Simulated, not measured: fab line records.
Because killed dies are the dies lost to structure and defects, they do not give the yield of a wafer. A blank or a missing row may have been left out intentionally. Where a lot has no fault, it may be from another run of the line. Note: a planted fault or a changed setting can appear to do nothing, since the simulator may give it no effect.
Chamber matching	flow nandHarc	4 sister chambers for NHARC_P_ZERO_WELL_DESCUM_39 on rieDiel-02
The step chemistry O2, time 3 s. 4 wafers are shown with their chamber, then 9 later ones without.

== WAFERS PAIRED WITH THEIR CHAMBERS ==
wafer	chamber	drypumpMotorCurrentA (A)
L089.1	2	6.1
L089.6	1	6.1
L091.5	0	5.4
L091.6	3	6.0

== WAFERS MISSING THEIR CHAMBER ==
wafer	drypumpMotorCurrentA (A)
L092.3	5.6
L092.4	6.0
L092.6	6.0
L093.2	6.2
L093.3	6.1
L093.4	5.5
L094.1	6.1
L094.2	6.2
L094.5	6.0

== EACH ONE'S CHAMBER ==
wafer	from the rows above	in truth
L092.3	0	0
L092.4	can't be placed: 3 or 1 or 2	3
L092.6	can't be placed: 3 or 1 or 2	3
L093.2	can't be placed: 1 or 2 or 3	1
L093.3	can't be placed: 1 or 2 or 3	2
L093.4	0	0
L094.1	can't be placed: 1 or 2 or 3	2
L094.2	can't be placed: 1 or 2 or 3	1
L094.5	can't be placed: 3 or 1 or 2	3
Placed correctly: 2 of 9. Unplaceable from these rows: 7, with the true chamber sitting among the candidates in 7. 0 placed wrongly.
How it was worked out, from the rows above alone: a wafer's distance from a chamber is the root of the sum, over the readings, of the square of ((its reading less the chamber's mean) divided by the reading's scatter). If the next closest chamber is less than 2 further off than the closest, the wafer can't be placed; otherwise it belongs to the closest. The mean given for a chamber averages the wafers shown for that chamber. The scatter: with one shown wafer a chamber, the root of the mean of the squares of how far each hidden wafer lies from its nearest shown one.
